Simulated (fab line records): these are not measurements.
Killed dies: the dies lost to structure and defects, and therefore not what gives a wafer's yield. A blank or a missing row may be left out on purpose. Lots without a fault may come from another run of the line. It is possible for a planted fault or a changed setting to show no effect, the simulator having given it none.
Matching of chambers	flow nand harc	NHARC_P_M2_DEP_00 on pecvd-02 has 3 sister chambers
The step deposits SiOC, target thk 182.5 nm. 3 wafers are shown with their chamber, then 8 later ones without.

== WAFERS PAIRED WITH THEIR CHAMBERS ==
wafer	chamber	rf fwd power W (W)
L886.4	1	599.1
L886.5	0	599.8
L888.4	2	599.4

== WAFERS WITHOUT THEIR CHAMBER ==
wafer	rf fwd power W (W)
L888.5	597.4
L888.6	598.4
L889.1	600.8
L889.2	599.5
L889.4	599.9
L891.1	599.8
L891.2	600.0
L891.4	595.6

== WHICH CHAMBER EACH WENT THROUGH ==
wafer	from the rows above	in truth
L888.5	can't be placed: 1 or 2 or 0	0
L888.6	can't be placed: 1 or 2 or 0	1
L889.1	can't be placed: 0 or 2 or 1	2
L889.2	can't be placed: 2 or 0 or 1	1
L889.4	can't be placed: 0 or 2 or 1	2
L891.1	can't be placed: 0 or 2 or 1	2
L891.2	can't be placed: 0 or 2 or 1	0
L891.4	can't be placed: 1 or 2 or 0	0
Correct placement for 0 of the 8. Unplaceable from these rows: 8, with the true chamber sitting among the candidates in 8. Placed wrongly: 0.
How it was worked out, from the rows above alone: a wafer's distance from a chamber is the root of the sum, over the readings, of the square of ((its reading less the chamber's mean) divided by the reading's scatter). If the next closest chamber is less than 2 further off than the closest, the wafer can't be placed; otherwise it belongs to the closest. For every chamber, the mean is computed from those of its wafers that are shown. The scatter: with one shown wafer a chamber, the root of the mean of the squares of how far each hidden wafer lies from its nearest shown one.
